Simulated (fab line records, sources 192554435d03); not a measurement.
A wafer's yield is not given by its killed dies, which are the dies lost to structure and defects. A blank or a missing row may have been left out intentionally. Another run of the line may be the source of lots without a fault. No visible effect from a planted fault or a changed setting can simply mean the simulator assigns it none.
fab line records + flow n5Finfet
record:
- lots: 12
- wafers: 33
- lastDay: 18
route steps=1938 shown BEOL_M10@1502 BEOL_M11@1537 PASSIVATION@1936
lots untouched by any fault: they come from a run of this same line in which no faults occurred
startH: start of the lot's first displayed wafer, in hours after the record's first day + waitH: time in hours since the lot's previous step + " unchanged from the row above + L1.1+2: several wafers, shown together as one row + - no value, or no start given + * or withheld: withheld + < > ~ a bound
route shown NAME@n: NAME is a module with steps in the file, n the number in the route of the first one + usual: the fault-free wafers' mean and standard deviation + same: alike in all rows + chamber/n: place in a boat + sites: per-site readings + _std_site: standard deviation across them + _edge_site: mean of outer sites minus mean of inner sites + radiusMm: how far each site lies from the wafer's centre + mask NAME#n: copy n + behind: the most recent tool/chamber to have shaped the wafer + hold: why the lot was held/for how many hours/how that ended + device: transistor that didn't switch, given as n, p or np + end of line: the tests these same wafers got at the end of their route + a step given without rows: its recipe and nothing more + killed: the dies lost at the first sort to structure and to defects; this is not the yield of the wafer + map: per-die view of a wafer (x killed, . not killed, _ where there is no die)
set.NAME: the setting the step ran with; set.NAME@STEP: the setting that earlier step ran with + model.NAME: the simulator's own value behind a step, which no gauge read
one table for each step of the route and one row for each wafer, over a sample of lots
services: when a tool's chamber went out of use (startH, in hours from the record's first day, below 0 if earlier), for how many hours, and the reason
== steps ==
step: N5_BEOL_M10_CD_MEAS_28
recipe:
- targetCdNm: 70
- landingEnergyEv: 500
- detector: seInlens
- polarity: opening
usual:
- cdNm: 69.7/1
| lot.wafer | tool     | chamber | startH | waitH | cdNm |
|-----------|----------|---------|--------|-------|------|
| L432.1    | cdSem-03 | 0       | 215.93 | -     | 71.2 |
| L432.4    | "        | 0       | "      | "     | 71.5 |
| L432.6    | "        | 0       | "      | "     | 71.0 |
| L433.2    | cdSem-01 | 0       | 222.17 | -     | 70.1 |
| L433.4    | "        | 0       | "      | "     | 70.0 |
| L433.5    | "        | 0       | "      | "     | 69.8 |
| L435.1    | cdSem-01 | 0       | 230.75 | -     | 68.8 |
| L435.2    | "        | 0       | "      | "     | 68.3 |
| L435.4    | "        | 0       | "      | "     | 68.6 |
| L437.1    | cdSem-01 | 0       | 239.86 | -     | 67.8 |
| L437.4    | "        | 0       | "      | "     | 67.9 |
| L437.6    | "        | 0       | "      | "     | 67.6 |
| L440.4    | cdSem-02 | 0       | 264.01 | -     | 69.0 |
| L440.6    | "        | 0       | "      | "     | 69.9 |
| L441.2    | cdSem-01 | 0       | 284.67 | -     | 70.4 |
| L441.6    | "        | 0       | "      | "     | 71.3 |
| L444.1    | cdSem-01 | 0       | 295.89 | -     | 70.2 |
| L444.2    | "        | 0       | "      | "     | 70.2 |
| L445.1    | cdSem-02 | 0       | 302.06 | -     | 70.1 |
| L445.2    | "        | 0       | "      | "     | 68.2 |
| L445.5    | "        | 0       | "      | "     | 69.2 |
| L451.2    | cdSem-03 | 0       | 331.55 | -     | 71.9 |
| L451.4    | "        | 0       | "      | "     | 71.1 |
| L451.6    | "        | 0       | "      | "     | 70.1 |
| L452.4    | cdSem-01 | 0       | 359.13 | -     | 68.5 |
| L452.5    | "        | 0       | "      | "     | 69.4 |
| L452.6    | "        | 0       | "      | "     | 68.8 |
| L453.1    | cdSem-03 | 0       | 366.44 | -     | 69.9 |
| L453.3    | "        | 0       | "      | "     | 71.6 |
| L453.6    | "        | 0       | "      | "     | 70.1 |
| L455.1    | cdSem-03 | 0       | 379.44 | -     | 70.8 |
| L455.3    | "        | 0       | "      | "     | 70.1 |
| L455.6    | "        | 0       | "      | "     | 70.1 |
step: N5_BEOL_M10_ALD_74
recipe:
- material: TaN
- targetThkA: 20
- tempC: 275
- aldPrecursorFamily: PDMAT
- aldCoReactant: NH3
- pressureTorr: 3
- carrierFlowSccm: 1500
- pulseTimeS: 2
- purgeTimeS: 3
- coReactantPurgeTimeS: 2
- coReactantPulseTimeS: 3
- aldCycles: 40
- precursorVesselTempC: 75
- precursorVesselPressureTorr: 26.25
- precursorVesselCarrierSccm: 1000
usual:
- aldCycles: 40/0
- heaterPowerOuterW: 228/35
- heaterPowerW: 409/54
- precursorVesselCarrierSccm: 999.6/2.9
same:
- purgeTimeS: 3
| lot.wafer | tool        | chamber | startH | waitH | aldCycles | heaterPowerOuterW | heaterPowerW | precursorVesselCarrierSccm | sinceWetCleanH |
|-----------|-------------|---------|--------|-------|-----------|-------------------|--------------|----------------------------|----------------|
| L432.1    | aldMetal-02 | 0       | 217.95 | 0.2   | 40        | 277               | 472          | 999.5                      | 2958           |
| L432.4    | "           | 3       | "      | "     | 40        | 164               | 298          | 999.4                      | 2958           |
| L432.6    | "           | 2       | "      | "     | 40        | 233               | 395          | 1001.0                     | -              |
| L433.2    | aldMetal-04 | 2       | 223.48 | 0.1   | 40        | 254               | 453          | 1003.5                     | 4502           |
| L433.4    | "           | 3       | "      | "     | 40        | 198               | 360          | 1002.7                     | 4502           |
| L433.5    | "           | 2       | "      | "     | 40        | 254               | 475          | 1002.3                     | -              |
| L435.1    | aldMetal-02 | 2       | 232.48 | 0.1   | 40        | 237               | 401          | 1004.1                     | 2972           |
| L435.2    | "           | 0       | "      | "     | 40        | 272               | 474          | 1002.5                     | 2972           |
| L435.4    | "           | 1       | "      | "     | 40        | 202               | 407          | 998.0                      | 2972           |
| L437.1    | aldMetal-04 | 1       | 241.67 | 0.0   | 40        | 267               | 450          | 997.1                      | 4520           |
| L437.4    | "           | 3       | "      | "     | 40        | 201               | 361          | 1008.2                     | 4520           |
| L437.6    | "           | 1       | "      | "     | 40        | 275               | 447          | 994.8                      | -              |
| L440.4    | aldMetal-02 | 1       | 265.59 | 0.0   | 42        | 204               | 400          | 1002.2                     | 3005           |
| L440.6    | "           | 1       | "      | "     | 40        | 204               | 399          | 1001.9                     | -              |
| L441.2    | aldMetal-02 | 3       | 286.68 | 0.5   | 42        | 166               | 309          | 999.9                      | 3026           |
| L441.6    | "           | 0       | "      | "     | 40        | 279               | 459          | 1004.3                     | -              |
| L444.1    | aldMetal-02 | 2       | 297.38 | 0.1   | 40        | 238               | 408          | 1000.3                     | 3037           |
| L444.2    | "           | 0       | "      | "     | 42        | 272               | 470          | 1001.7                     | 3037           |
| L445.1    | aldMetal-01 | 1       | 303.71 | 0.1   | 40        | 213               | 396          | 1001.8                     | 6121           |
| L445.2    | "           | 0       | "      | "     | 40        | 244               | 463          | 995.2                      | 6121           |
| L445.5    | "           | 2       | "      | "     | 40        | 222               | 406          | 997.2                      | -              |
| L451.2    | aldMetal-04 | 3       | 333.23 | 0.0   | 40        | 203               | 361          | 1000.8                     | 4612           |
| L451.4    | "           | 3       | "      | "     | 40        | 195               | 353          | 995.2                      | -              |
| L451.6    | "           | 0       | "      | "     | 40        | 254               | 460          | 999.3                      | -              |
| L452.4    | aldMetal-02 | 3       | 362.75 | 0.2   | 40        | 167               | 304          | 1000.7                     | -              |
| L452.5    | "           | 2       | "      | "     | 40        | 244               | 391          | 1001.4                     | -              |
| L452.6    | "           | 0       | "      | "     | 40        | 279               | 469          | 996.2                      | -              |
| L453.1    | aldMetal-02 | 0       | 367.91 | 0.0   | 40        | 280               | 473          | 1001.5                     | 3108           |
| L453.3    | "           | 3       | "      | "     | 40        | 166               | 304          | 1005.2                     | 3108           |
| L453.6    | "           | 3       | "      | "     | 40        | 166               | 310          | 1000.5                     | -              |
| L455.1    | aldMetal-02 | 3       | 382.93 | 0.0   | 40        | 172               | 307          | 997.3                      | 3123           |
| L455.3    | "           | 2       | "      | "     | 40        | 242               | 395          | 1001.8                     | 3123           |
| L455.6    | "           | 0       | "      | "     | 40        | 280               | 474          | 1002.1                     | -              |
step: N5_BEOL_M10_DEP_56
recipe:
- material: SiCN
- targetThkA: 150
- tempC: withheld
- precursor: 3MS/NH3
- pressureTorr: 3
- rfW: 202
- timeS: 26.5
usual:
- showerheadPlenumPTorr: 3.663/0.014
- throttleValvePct: 8.8/0.47
same:
- timeS: 26.5
| lot.wafer | tool     | chamber | startH | waitH | showerheadPlenumPTorr | sinceWetCleanH | throttleValvePct |
|-----------|----------|---------|--------|-------|-----------------------|----------------|------------------|
| L432.1    | pecvd-01 | 2       | 220.52 | 0.0   | 3.644                 | 533            | 8.0              |
| L432.4    | "        | 2       | "      | "     | 3.646                 | -              | 8.5              |
| L432.6    | "        | 1       | "      | "     | 3.661                 | -              | 9.1              |
| L433.2    | pecvd-04 | 2       | 224.90 | 0.0   | 3.659                 | 57             | 8.5              |
| L433.4    | "        | 2       | "      | "     | 3.664                 | -              | 8.4              |
| L433.5    | "        | 0       | "      | "     | 3.668                 | -              | 9.2              |
| L435.1    | pecvd-03 | 1       | 234.38 | 0.1   | 3.668                 | 1482           | 8.8              |
| L435.2    | "        | 1       | "      | "     | 3.663                 | -              | 8.7              |
| L435.4    | "        | 1       | "      | "     | 3.667                 | -              | 8.7              |
| L437.1    | pecvd-01 | 1       | 244.83 | 0.0   | 3.663                 | 2036           | 9.3              |
| L437.4    | "        | 2       | "      | "     | 3.645                 | -              | 8.2              |
| L437.6    | "        | 1       | "      | "     | 3.655                 | -              | 9.1              |
| L440.4    | pecvd-01 | 2       | 270.73 | 0.0   | 3.639                 | -              | 8.3              |
| L440.6    | "        | 1       | "      | "     | 3.659                 | -              | 9.2              |
| L441.2    | pecvd-04 | 0       | 288.25 | 0.0   | 3.660                 | 1173           | 9.1              |
| L441.6    | "        | 2       | "      | "     | 3.660                 | -              | 8.4              |
| L444.1    | pecvd-01 | 0       | 299.52 | 0.0   | 3.695                 | 1366           | 9.8              |
| L444.2    | "        | 1       | "      | "     | 3.668                 | 2091           | 9.1              |
| L445.1    | pecvd-03 | 0       | 305.55 | 0.0   | 3.656                 | 828            | 9.4              |
| L445.2    | "        | 1       | "      | "     | 3.667                 | 1553           | 8.4              |
| L445.5    | "        | 0       | "      | "     | 3.660                 | -              | 9.7              |
| L451.2    | pecvd-01 | 0       | 335.61 | 0.0   | 3.697                 | 1402           | 9.4              |
| L451.4    | "        | 0       | "      | "     | 3.692                 | -              | 9.2              |
| L451.6    | "        | 2       | "      | "     | 3.649                 | -              | 8.3              |
| L452.4    | pecvd-03 | 2       | 364.25 | 0.0   | 3.647                 | -              | 8.2              |
| L452.5    | "        | 2       | "      | "     | 3.648                 | -              | 8.1              |
| L452.6    | "        | 1       | "      | "     | 3.655                 | -              | 8.8              |
| L453.1    | pecvd-04 | 1       | 370.38 | 0.0   | 3.668                 | 1981           | 8.6              |
| L453.3    | "        | 1       | "      | "     | 3.654                 | -              | 8.7              |
| L453.6    | "        | 1       | "      | "     | 3.674                 | -              | 8.7              |
| L455.1    | pecvd-03 | 2       | 384.59 | 0.0   | 3.642                 | 153            | 8.1              |
| L455.3    | "        | 1       | "      | "     | 3.666                 | 1632           | 8.7              |
| L455.6    | "        | 2       | "      | "     | 3.647                 | -              | 8.2              |
step: N5_BEOL_M11_CURE_71
recipe:
- tempC: 385
- timeS: 240
- ambient: He/Ar
- material: SiCOH_lowk
usual:
- lampPowerPct: 52.31/0.056
- wafer_temp_C_max: 387.1/0.64
same:
- timeS: 240
| lot.wafer | tool      | chamber | startH | waitH | lampPowerPct | wafer_temp_C_max |
|-----------|-----------|---------|--------|-------|--------------|------------------|
| L432.1    | uvCure-02 | 0       | 220.76 | 0.1   | 52.34        | 387.2            |
| L432.4    | "         | 0       | "      | "     | 52.17        | 388.0            |
| L432.6    | "         | 0       | "      | "     | 52.28        | 387.2            |
| L433.2    | uvCure-02 | 1       | 225.22 | 0.2   | 52.36        | 388.7            |
| L433.4    | "         | 1       | "      | "     | 52.27        | 387.8            |
| L433.5    | "         | 1       | "      | "     | 52.30        | 388.0            |
| L435.1    | uvCure-02 | 2       | 234.75 | 0.1   | 52.30        | 386.7            |
| L435.2    | "         | 2       | "      | "     | 52.24        | 386.5            |
| L435.4    | "         | 2       | "      | "     | 52.34        | 386.5            |
| L437.1    | uvCure-03 | 1       | 245.05 | 0.0   | 52.33        | 386.7            |
| L437.4    | "         | 1       | "      | "     | 52.26        | 387.4            |
| L437.6    | "         | 1       | "      | "     | 52.29        | 385.7            |
| L440.4    | uvCure-01 | 2       | 271.39 | 0.5   | 52.31        | 386.3            |
| L440.6    | "         | 2       | "      | "     | 52.34        | 386.4            |
| L441.2    | uvCure-03 | 1       | 288.59 | 0.2   | 52.31        | 386.5            |
| L441.6    | "         | 1       | "      | "     | 52.29        | 386.6            |
| L444.1    | uvCure-01 | 2       | 299.74 | 0.0   | 52.31        | 386.7            |
| L444.2    | "         | 2       | "      | "     | 52.36        | 387.4            |
| L445.1    | uvCure-01 | 0       | 305.77 | 0.0   | 52.34        | 386.8            |
| L445.2    | "         | 0       | "      | "     | 52.41        | 387.4            |
| L445.5    | "         | 0       | "      | "     | 52.28        | 387.1            |
| L451.2    | uvCure-02 | 1       | 335.90 | 0.1   | 52.22        | 387.2            |
| L451.4    | "         | 1       | "      | "     | 52.26        | 387.7            |
| L451.6    | "         | 1       | "      | "     | 52.32        | 387.6            |
| L452.4    | uvCure-02 | 1       | 364.70 | 0.3   | 52.25        | 387.7            |
| L452.5    | "         | 1       | "      | "     | 52.32        | 387.6            |
| L452.6    | "         | 1       | "      | "     | 52.30        | 387.6            |
| L453.1    | uvCure-03 | 2       | 370.62 | 0.0   | 52.29        | 388.0            |
| L453.3    | "         | 2       | "      | "     | 52.27        | 387.5            |
| L453.6    | "         | 2       | "      | "     | 52.38        | 387.5            |
| L455.1    | uvCure-03 | 2       | 384.80 | 0.0   | 52.29        | 387.9            |
| L455.3    | "         | 2       | "      | "     | 52.40        | 387.3            |
| L455.6    | "         | 2       | "      | "     | 52.27        | 387.2            |
step: N5_PASSIVATION_PROBE_49
usual:
- defectLimitedYield: 91.0/1.3
- killed_at_M0_to_M3: 33/10
- killed_at_M4_up: 14/5.6
- killedAtContacts: 12/5.8
- killedAtFrontEnd: 43/11
- killedAtOther: 4.1/2.8
- killedDies: 106/15
- killedOpen: 70/12
- killedShort: 34/7.5
- sort_bin_5_function: 5.3/0.88
- sort_bin_6_memory: 3.3/0.64
- sortNPass: 1074/15
- sortYieldPct: 91.0/1.3
same:
- grossDies: 1180
- killedAtBackSide: 0
- sort_bin_4_leakage[%]: 0
- sort_bin_8_speed[%]: 0
| lot.wafer | tool      | chamber | startH | waitH | defectLimitedYield[%] | killed_at_M0_to_M3 | killed_at_M4_up | killedAtContacts | killedAtFrontEnd | killedAtOther | killedDies | killedOpen | killedShort | sort_bin_5_function[%] | sort_bin_6_memory[%] | sortNPass | sortYieldPct[%] |
|-----------|-----------|---------|--------|-------|-----------------------|--------------------|-----------------|------------------|------------------|---------------|------------|------------|-------------|------------------------|----------------------|-----------|-----------------|
| L433.2    | prober-02 | -       | 283.76 | 0.2   | 91.0                  | 36                 | 4               | 9                | 53               | 4             | 106        | 63         | 41          | 5.3                    | 3.3                  | 1074      | 91.0            |
| L433.4    | prober-02 | -       | 283.86 | 0.3   | 89.1                  | 22                 | 11              | 18               | 74               | 4             | 129        | 77         | 52          | 6.3                    | 4.1                  | 1051      | 89.1            |
| L433.5    | prober-02 | -       | 283.91 | 0.4   | 91.9                  | 38                 | 10              | 7                | 38               | 2             | 95         | 58         | 37          | 4.7                    | 3.1                  | 1085      | 91.9            |
| L444.1    | prober-01 | -       | 340.72 | 0.0   | 89.9                  | 48                 | 18              | 11               | 37               | 5             | 119        | 87         | 32          | 6.2                    | 3.6                  | 1061      | 89.9            |
| L444.2    | prober-01 | -       | 340.77 | 0.1   | 91.4                  | 27                 | 19              | 1                | 49               | 6             | 102        | 65         | 37          | 4.5                    | 3.7                  | 1078      | 91.4            |
| L451.2    | prober-02 | -       | 380.21 | 0.1   | 91.9                  | 40                 | 6               | 13               | 34               | 2             | 95         | 61         | 30          | 4.9                    | 2.5                  | 1085      | 91.9            |
| L451.4    | prober-02 | -       | 380.31 | 0.2   | 93.3                  | 21                 | 8               | 19               | 26               | 5             | 79         | 60         | 19          | 3.2                    | 3.3                  | 1101      | 93.3            |
| L451.6    | prober-02 | -       | 380.41 | 0.3   | 92.2                  | 33                 | 6               | 22               | 31               | 0             | 92         | 59         | 30          | 4.7                    | 2.6                  | 1088      | 92.2            |
| L452.4    | prober-02 | -       | 407.32 | 0.2   | 90.4                  | 51                 | 9               | 6                | 43               | 4             | 113        | 63         | 49          | 5.3                    | 4.0                  | 1067      | 90.4            |
| L452.5    | prober-02 | -       | 407.37 | 0.2   | 89.9                  | 42                 | 24              | 7                | 42               | 4             | 119        | 82         | 37          | 6.7                    | 3.1                  | 1061      | 89.9            |
| L452.6    | prober-02 | -       | 407.42 | 0.3   | 91.4                  | 32                 | 14              | 9                | 45               | 2             | 102        | 68         | 33          | 5.7                    | 2.8                  | 1078      | 91.4            |
killed by level:class
L433.2 STI_FIN_REVEAL:geometricParticle:open=14 BEOL_M0_SAQP:geometricParticle:short=11 BEOL_M0_SAQP:geometricParticle:open=11 FIN_SAQP:geometricParticle:open=10 FIN_SAQP:geometricParticle:short=8 MOL_CONTACT_COAG:geometricParticle:open=8 BEOL_M3:geometricParticle:open=6 STARTING-WAFER:geometricParticle:open=5
L433.4 FIN_SAQP:geometricParticle:short=24 FIN_SAQP:geometricParticle:open=22 MOL_CONTACT_COAG:geometricParticle:open=15 BEOL_M0_SAQP:geometricParticle:open=6 GATE_CUT:geometricParticle:short=5 BEOL_M0_SAQP:geometricParticle:short=5 STI_FIN_REVEAL:geometricParticle:open=4 BEOL_M3:geometricParticle:open=4
L433.5 FIN_SAQP:geometricParticle:open=14 BEOL_M0_SAQP:geometricParticle:open=13 FIN_SAQP:geometricParticle:short=11 BEOL_M0_SAQP:geometricParticle:short=10 MOL_CONTACT_COAG:geometricParticle:open=5 BEOL_M2:geometricParticle:open=4 BEOL_M0:geometricParticle:open=4 BEOL_M4:geometricParticle:open=3
L444.1 BEOL_M0_SAQP:geometricParticle:open=14 FIN_SAQP:geometricParticle:open=11 MOL_CONTACT_COAG:geometricParticle:open=10 BEOL_M3:geometricParticle:open=9 BEOL_M1:geometricParticle:open=7 STI_FIN_REVEAL:geometricParticle:open=6 BEOL_M0_SAQP:geometricParticle:short=6 BEOL_M4:geometricParticle:open=6
L444.2 BEOL_M0_SAQP:geometricParticle:short=13 STI_FIN_REVEAL:geometricParticle:open=12 FIN_SAQP:geometricParticle:short=11 FIN_SAQP:geometricParticle:open=8 BEOL_M4:geometricParticle:open=8 DUMMY_GATE:geometricParticle:open=7 BEOL_M0_SAQP:geometricParticle:open=5 BEOL_M2:geometricParticle:open=4
L451.2 MOL_CONTACT_COAG:geometricParticle:open=12 STI_FIN_REVEAL:geometricParticle:open=11 BEOL_M0_SAQP:geometricParticle:short=10 FIN_SAQP:geometricParticle:short=9 BEOL_M0_SAQP:geometricParticle:open=8 BEOL_M1:geometricParticle:open=8 BEOL_M3:geometricParticle:open=7 GATE_CUT:geometricParticle:short=3
L451.4 MOL_CONTACT_COAG:geometricParticle:open=16 BEOL_M3:geometricParticle:open=7 BEOL_M0_SAQP:geometricParticle:open=5 FIN_SAQP:geometricParticle:open=4 STI_FIN_REVEAL:geometricParticle:open=4 DUMMY_GATE:geometricParticle:open=4 BEOL_M1:geometricParticle:open=4 DUMMY_GATE:geometricParticle:short=3
L451.6 MOL_CONTACT_COAG:geometricParticle:open=18 BEOL_M0_SAQP:geometricParticle:open=10 BEOL_M0_SAQP:geometricParticle:short=6 STI_FIN_REVEAL:geometricParticle:open=5 MOL_CONTACT_COAG:geometricParticle:short=4 BEOL_M1:geometricParticle:open=4 BEOL_M3:geometricParticle:open=4 BEOL_M4:geometricParticle:open=4
L452.4 BEOL_M0_SAQP:geometricParticle:short=20 FIN_SAQP:geometricParticle:short=14 STI_FIN_REVEAL:geometricParticle:open=10 BEOL_M1:geometricParticle:open=9 FIN_SAQP:geometricParticle:open=8 BEOL_M0_SAQP:geometricParticle:open=7 BEOL_M2:geometricParticle:open=6 BEOL_M3:geometricParticle:open=6
L452.5 BEOL_M4:geometricParticle:open=16 BEOL_M0_SAQP:geometricParticle:short=10 BEOL_M2:geometricParticle:open=9 FIN_SAQP:geometricParticle:open=8 BEOL_M1:geometricParticle:open=8 MOL_CONTACT_COAG:geometricParticle:open=7 FIN_SAQP:geometricParticle:short=6 DUMMY_GATE:geometricParticle:open=6
L452.6 STI_FIN_REVEAL:geometricParticle:open=17 MOL_CONTACT_COAG:geometricParticle:open=9 BEOL_M0_SAQP:geometricParticle:short=9 BEOL_M3:geometricParticle:open=8 FIN_SAQP:geometricParticle:short=7 FIN_SAQP:geometricParticle:open=7 BEOL_M0_SAQP:geometricParticle:open=6 BEOL_M4:geometricParticle:open=6
== services ==
| tool        | chamber | startH | hours | kind          |
|-------------|---------|--------|-------|---------------|
| aldMetal-01 | 0       | 198.69 | 3.0   | repair        |
| aldMetal-02 | -       | 203.27 | 8.7   | pm            |
| aldMetal-04 | -       | 215.31 | 0.4   | repair        |
| aldMetal-01 | 2       | 219.25 | 23.0  | repair        |
| pecvd-03    | 0       | 230.99 | 13.4  | repair        |
| pecvd-01    | 2       | 237.14 | 7.1   | repair        |
| uvCure-02   | -       | 267.70 | 6.0   | pm            |
| uvCure-03   | -       | 272.78 | 7.5   | pm            |
| uvCure-03   | -       | 284.29 | 0.6   | repair        |
| uvCure-01   | -       | 284.76 | 2.1   | pm            |
| pecvd-04    | -       | 285.39 | 1.9   | repair        |
| pecvd-01    | -       | 286.63 | 6.0   | pm            |
| aldMetal-02 | 0       | 304.34 | 9.4   | repair        |
| aldMetal-04 | 1       | 323.35 | 26.0  | repair        |
| pecvd-03    | 2       | 336.06 | 4.2   | repair        |
| aldMetal-01 | -       | 337.25 | 14.0  | pm            |
| aldMetal-02 | 1       | 343.60 | 42.3  | repair        |
| uvCure-02   | -       | 346.01 | 2.8   | pm            |
| aldMetal-02 | 3       | 346.31 | 3.3   | repair        |
| uvCure-01   | -       | 350.32 | 7.5   | pm            |
| pecvd-01    | 0       | 355.42 | 16.5  | scheduledDown |
| pecvd-03    | 0       | 363.33 | 5.6   | repair        |
| uvCure-03   | -       | 374.45 | 5.2   | repair        |
| uvCure-02   | -       | 382.82 | 2.1   | repair        |
== key ==
firstSign:
- step: N5_BEOL_M10_ALD_74
- reading: aldCycles
- direction: up
- sigmas: 99+
- usual: *
- struck: *
effect none on later readings
metAt N5_BEOL_M10_ALD_74
struckLots L440,L441,L444
struckWafers L440.4,L441.2,L444.2
notActingAt N5_BEOL_M10_CD_MEAS_28,N5_BEOL_M10_DEP_56,N5_BEOL_M11_CURE_71
onsetBetween 232.48 265.59
fault:
- kind: processParameterDrift
- tool: aldMetal-02
- chamber: -
- onsetH: 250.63
- steps: N5_BEOL_M10_ALD_74
- channel: aldCycles
- offset: *
- shape: step
- endH: 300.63
- scope: struckWafersOnly
- actsIn: *
- stated: *
